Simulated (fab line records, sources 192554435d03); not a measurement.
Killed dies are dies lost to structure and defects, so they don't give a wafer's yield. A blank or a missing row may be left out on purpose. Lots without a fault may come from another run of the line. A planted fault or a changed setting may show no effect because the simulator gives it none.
One fault seen from 3 desks | flow n5_finfet | each desk has only its own numbers; what lay behind them comes last

THE TOOL OWNER'S DESK: implanter-02
The tool's own readings at N5_WELL_APT_IMPLANT_31: means of the sampled wafers that have a number, for each lot that ran on this tool. A lot is out of limits, marked OUT, if its mean lies more than 4 standard deviations from the usual mean; the brackets give that distance.
Columns: A = dose_ions_cm2 at N5_WELL_APT_IMPLANT_31, usual 1.5001e+13; B = faraday_current_uA at N5_WELL_APT_IMPLANT_31, usual 190
lot  | first seen here | A                    | B
L379 | day 2 03:19     | 1.4993e+13           | 191
L383 | day 3 03:15     | 1.5004e+13           | 192
L387 | day 4 04:17     | 1.4990e+13           | 189
L394 | day 5 21:14     | 1.3563e+13 (-80) OUT | 169 (-5.4) OUT
L395 | day 6 03:01     | 1.3594e+13 (-78) OUT | 172 (-4.6) OUT
This desk's finding: out of limits on L394, L395; first on L394, day 5 21:14 (dose_ions_cm2 at N5_WELL_APT_IMPLANT_31). In limits: L379, L383, L387.

THE METROLOGY DESK
What the gauges read, lot by lot, whatever tool the lot ran on: means of the sampled wafers that have a number. A lot is out of limits, marked OUT, if its mean lies more than 4 standard deviations from the usual mean; the brackets give that distance. Of its 12 readings 7 are shown: the one that was out of limits first, and those that lie furthest out on some lot.
Columns: A = cd_nm at N5_WELL_APT_CD_MEAS_25, usual 201.0 nm; B = DIBL_N at N5_BEOL_M4_RC_MEAS_101, usual 36.0 mV/V; C = IOFF_P at N5_BEOL_M4_RC_MEAS_101, usual 0.21 nA/um; D = ION_P at N5_BEOL_M4_RC_MEAS_101, usual 463 uA/um; E = RS_PWELL at N5_BEOL_M4_RC_MEAS_101, usual 3008 ohm/sq; F = SS_P at N5_BEOL_M4_RC_MEAS_101, usual 73.3 mV/dec; G = VT_P at N5_BEOL_M4_RC_MEAS_101, usual -250 mV
lot  | first seen here | A     | B    | C    | D   | E               | F    | G
L379 | day 2 03:08     | 202.3 | 36.4 | 0.18 | 456 | 3005            | 73.6 | -255
L383 | day 3 03:04     | 202.8 | 38.1 | 0.23 | 461 | 3001            | 74.4 | -251
L384 | day 3 09:00     | 199.5 | 37.4 | 0.21 | 461 | 3032            | 73.3 | -250
L387 | day 4 03:57     | 200.4 | 33.9 | 0.21 | 463 | 3003            | 73.1 | -248
L388 | day 4 09:24     | 200.8 | 35.9 | 0.22 | 468 | 2982            | 73.4 | -250
L392 | day 5 09:28     | 202.5 | 36.0 | 0.19 | 460 | 2997            | 73.9 | -253
L394 | day 5 20:57     | 203.3 | 37.9 | 0.23 | 464 | 3212 (+8.9) OUT | 72.9 | -249
L395 | day 6 02:47     | 200.1 | 33.1 | 0.15 | 449 | 3190 (+7.9) OUT | 72.8 | -257
L398 | day 6 20:56     | 197.6 | 34.3 | 0.20 | 468 | 3016            | 73.1 | -247
L400 | day 7 09:00     | 202.9 | 36.4 | 0.22 | 465 | 2997            | 73.2 | -251
This desk's finding: out of limits on L394, L395; first on L394, day 12 10:09 (RS_PWELL at N5_BEOL_M4_RC_MEAS_101). In limits: L379, L383, L384, L387, L388, L392, L398, L400.

THE DEFECT DESK
What the inspections along the route counted, lot by lot: means of the sampled wafers that have a number. A lot is out of limits, marked OUT, if its mean lies more than 4 standard deviations from the usual mean; the brackets give that distance.
Columns: A = raw_defect_count at N5_WELL_APT_INSPECT_27, usual 2.0
lot  | first seen here | A
L379 | day 2 03:11     | 2.3
L383 | day 3 03:07     | 2.3
L384 | day 3 09:04     | 1.0
L387 | day 4 04:00     | 1.7
L388 | day 4 09:27     | 1.7
L392 | day 5 09:31     | 2.0
L394 | day 5 21:00     | 1.0
L395 | day 6 02:50     | 1.0
L398 | day 6 21:00     | 2.3
L400 | day 7 09:04     | 2.0
This desk's finding: nothing out of limits on any of the 10 lots.

PUT TOGETHER
The tool owner's desk could have raised an alarm at day 5 21:14, on L394, L395.
The metrology desk could have raised an alarm at day 12 10:09, on L394, L395.
The defect desk saw nothing out of limits.
The defect desk has L394, L395 on record, within its limits.
Of the lots named, all ran N5_WELL_APT_IMPLANT_31 on implanter-02.

WHAT THE SIMULATOR HAD PUT IN
Process parameter drift: implanter-02, from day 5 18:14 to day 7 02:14, at N5_WELL_APT_IMPLANT_31. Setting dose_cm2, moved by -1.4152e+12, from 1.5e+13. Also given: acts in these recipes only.
Lots struck among those shown: L394, L395.
Hours from the fault's start to each desk's first reading out of limits: the tool owner's desk, 3; the metrology desk, 160.
